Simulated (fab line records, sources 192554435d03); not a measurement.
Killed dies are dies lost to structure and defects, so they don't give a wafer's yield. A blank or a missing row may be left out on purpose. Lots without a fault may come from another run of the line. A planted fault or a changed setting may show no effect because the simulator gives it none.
Chamber matching | flow n5_finfet | N5_DUMMY_GATE_STRIP_48 on rie_diel-01: 4 sister chambers
The step strips in N2/H2, time 20 s. 4 wafers are shown with their chamber, then 9 later ones without.

WAFERS WITH THEIR CHAMBER
wafer  | chamber | showerhead_plenum_p_Torr (Torr)
L084.2 | 0       | 3.30
L086.4 | 2       | 3.50
L089.3 | 3       | 3.42
L089.5 | 1       | 3.44

WAFERS WITHOUT THEIR CHAMBER
wafer  | showerhead_plenum_p_Torr (Torr)
L091.1 | 3.42
L091.2 | 3.44
L091.3 | 3.29
L091.4 | 3.44
L091.5 | 3.29
L091.6 | 3.42
L096.3 | 3.50
L096.5 | 3.44
L096.6 | 3.28

WHICH CHAMBER EACH WENT THROUGH
wafer  | from the rows above | in truth
L091.1 | 3                   | 3
L091.2 | 1                   | 1
L091.3 | 0                   | 0
L091.4 | 1                   | 1
L091.5 | 0                   | 0
L091.6 | 3                   | 3
L096.3 | 2                   | 2
L096.5 | 1                   | 1
L096.6 | 0                   | 0
Placed correctly: 9 of 9. Can't be placed from these rows: 0. Placed wrongly: 0.
How it was worked out, from the rows above alone: a wafer's distance from a chamber is the root of the sum, over the readings, of the square of ((its reading less the chamber's mean) divided by the reading's scatter). The wafer belongs to the nearest chamber; if the next one is less than 2 further off, it can't be placed. A chamber's mean is the mean of its shown wafers. The scatter: with one shown wafer a chamber, the root of the mean of the squares of how far each hidden wafer lies from its nearest shown one.
